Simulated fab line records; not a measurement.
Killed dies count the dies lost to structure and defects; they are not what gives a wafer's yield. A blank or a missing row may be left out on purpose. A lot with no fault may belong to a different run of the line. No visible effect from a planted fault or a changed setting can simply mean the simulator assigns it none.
Chamber matching | flow nand_harc | rie_diel-04 running NHARC_A_STAIRCASE_DESCUM_291: 4 sister chambers
The step chemistry O2, time 3 s. 16 wafers are shown with their chamber, then 8 later ones without.

## WAFERS WITH THEIR CHAMBER
wafer  | chamber | showerhead_plenum_p_Torr (Torr) | drypump_motor_current_A (A) | rf_vpp_V (V)
L079.1 | 1       | 1.97                            | 6.7                         | 58.9
L079.4 | 2       | 1.85                            | 6.3                         | 58.9
L079.5 | 2       | 1.85                            | 6.3                         | 59.4
L081.2 | 3       | 1.86                            | 6.0                         | 58.1
L081.5 | 0       | 1.78                            | 6.1                         | 55.6
L081.6 | 3       | 1.86                            | 6.0                         | 56.9
L083.1 | 1       | 1.97                            | 6.8                         | 58.2
L083.2 | 3       | 1.86                            | 6.0                         | 58.6
L083.6 | 1       | 1.97                            | 6.7                         | 57.3
L086.2 | 3       | 1.85                            | 6.0                         | 56.3
L086.4 | 2       | 1.84                            | 6.4                         | 58.7
L086.6 | 3       | 1.85                            | 6.0                         | 56.7
L085.1 | 2       | 1.84                            | 6.3                         | 57.6
L085.2 | 3       | 1.85                            | 6.0                         | 57.8
L085.5 | 3       | 1.85                            | 6.0                         | 58.0
L089.2 | 2       | 1.84                            | 6.3                         | 58.2

SIGNATURES (means of the wafers above)
reading                  | chamber 0 | chamber 1 | chamber 2 | chamber 3 | scatter within a chamber
showerhead_plenum_p_Torr | 1.7800    | 1.9700    | 1.8440    | 1.8543    | 0.00493
drypump_motor_current_A  | 6.100     | 6.733     | 6.320     | 6.000     | 0.035
rf_vpp_V                 | 55.600    | 58.133    | 58.560    | 57.486    | 0.792
Rule: a wafer lies at a distance from a chamber equal to the root of the sum of squares, over the readings, of (its reading less the chamber's mean, divided by the reading's scatter). The wafer belongs to the nearest chamber; if the next one is less than 2 further off, it can't be placed. The scatter: the root of (the sum of the squares of (reading less its chamber's mean) over the shown wafers, divided by (wafers less chambers)).

## WAFERS WHOSE CHAMBER IS MISSING
wafer  | showerhead_plenum_p_Torr (Torr) | drypump_motor_current_A (A) | rf_vpp_V (V)
L089.3 | 1.96                            | 6.7                         | 58.6
L089.4 | 1.85                            | 6.0                         | 57.2
L093.1 | 2.07                            | 6.0                         | 59.3
L093.4 | 1.83                            | 6.3                         | 56.9
L093.6 | 1.84                            | 6.0                         | 58.4
L096.2 | 2.07                            | 6.0                         | 58.0
L096.5 | 1.83                            | 6.3                         | 58.2
L096.6 | 1.84                            | 6.0                         | 57.3

## CHAMBER TAKEN BY EACH
wafer  | from the rows above | in truth
L089.3 | 1                   | 1
L089.4 | 3                   | 3
L093.1 | 1                   | 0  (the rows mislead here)
L093.4 | 2                   | 2
L093.6 | 3                   | 3
L096.2 | 1                   | 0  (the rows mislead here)
L096.5 | 2                   | 2
L096.6 | 3                   | 3
Placed correctly: 6 of 8. Can't be placed from these rows: 0. Number placed wrongly: 2.
